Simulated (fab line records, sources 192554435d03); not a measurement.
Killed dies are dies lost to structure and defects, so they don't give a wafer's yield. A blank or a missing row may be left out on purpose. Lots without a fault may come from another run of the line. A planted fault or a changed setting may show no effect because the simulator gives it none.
Which tool did it? | flow n5_finfet | 10 lots, 30 wafers sampled, at 3 steps of a route of 1938

WHAT THE GAUGES READ, wafer by wafer
N5_BEOL_M8_CD_MEAS_28: target cd 40 nm.
lot  | measured     | on        | cd_nm (nm)
L241 | day 9 10:17  | cd_sem-01 | 40.30 39.97 40.25
L244 | day 10 03:07 | cd_sem-01 | 39.97 39.82 39.39
L243 | day 10 03:10 | cd_sem-03 | 39.94 39.90 39.65
L242 | day 10 12:45 | cd_sem-03 | 39.52 40.22 39.84
L245 | day 10 21:49 | cd_sem-02 | 39.99 40.14 40.58
L246 | day 11 23:19 | cd_sem-02 | 40.05 39.79 38.33
L248 | day 12 01:36 | cd_sem-02 | 39.75 39.86 39.62
L260 | day 14 20:59 | cd_sem-02 | 39.98 40.26 39.43
L262 | day 15 16:44 | cd_sem-03 | 40.25 40.05 40.01
L263 | day 15 21:51 | cd_sem-03 | 40.31 40.14 40.41

WHICH TOOL RAN EACH LOT (tool, then ch and the chambers of the sampled wafers, then the start)
lot  | N5_BEOL_M8_DESCUM_16               | N5_BEOL_M8_EXPOSE_25
L241 | rie_diel-06 ch 0,2,3, day 9 08:29  | euv_scanner-01 ch 0, day 9 10:09
L244 | rie_diel-02 ch 1,2,3, day 10 01:08 | euv_scanner-02 ch 0, day 10 02:59
L243 | rie_diel-02 ch 0,1,3, day 10 01:49 | euv_scanner-02 ch 0, day 10 03:01
L242 | rie_diel-01 ch 0,2,3, day 10 10:56 | euv_scanner-02 ch 0, day 10 12:38
L245 | rie_diel-06 ch 0,2,3, day 10 18:55 | euv_scanner-02 ch 0, day 10 21:41
L246 | rie_diel-02 ch 0,1,2, day 11 18:34 | euv_scanner-02 ch 0, day 11 23:11
L248 | rie_diel-01 ch 1,2,3, day 12 00:26 | euv_scanner-01 ch 0, day 12 01:28
L260 | rie_diel-06 ch 1,3, day 14 17:13   | euv_scanner-02 ch 0, day 14 20:52
L262 | rie_diel-02 ch 0,3, day 15 15:58   | euv_scanner-02 ch 0, day 15 16:37
L263 | rie_diel-01 ch 0,1,3, day 15 18:55 | euv_scanner-02 ch 0, day 15 21:43
- N5_BEOL_M8_DESCUM_16: chemistry O2, time 7.9 s.
- N5_BEOL_M8_EXPOSE_25: exposes mask V7, target cd 40 nm.

THE ANSWER, worked out from the rows above alone
Rule: what is usual is taken from the lots themselves. Put in order of their means at a reading, lots are off if they are a third of the lots or fewer, leave a main group of 4 or more, and stand apart from it by a gap of 3 or more times the standard deviation of the main group's means; of several such gaps the widest counts. A main group whose means are all the same, to the digits that the tables above print for the reading, isn't used. A lot without any number at a reading at which 4 lots or more have one is off too. The other lots that the step has rows for count as sound.
No lot is off at any reading shown: from this, nothing can be told.

WHAT THE SIMULATOR HAD PUT IN
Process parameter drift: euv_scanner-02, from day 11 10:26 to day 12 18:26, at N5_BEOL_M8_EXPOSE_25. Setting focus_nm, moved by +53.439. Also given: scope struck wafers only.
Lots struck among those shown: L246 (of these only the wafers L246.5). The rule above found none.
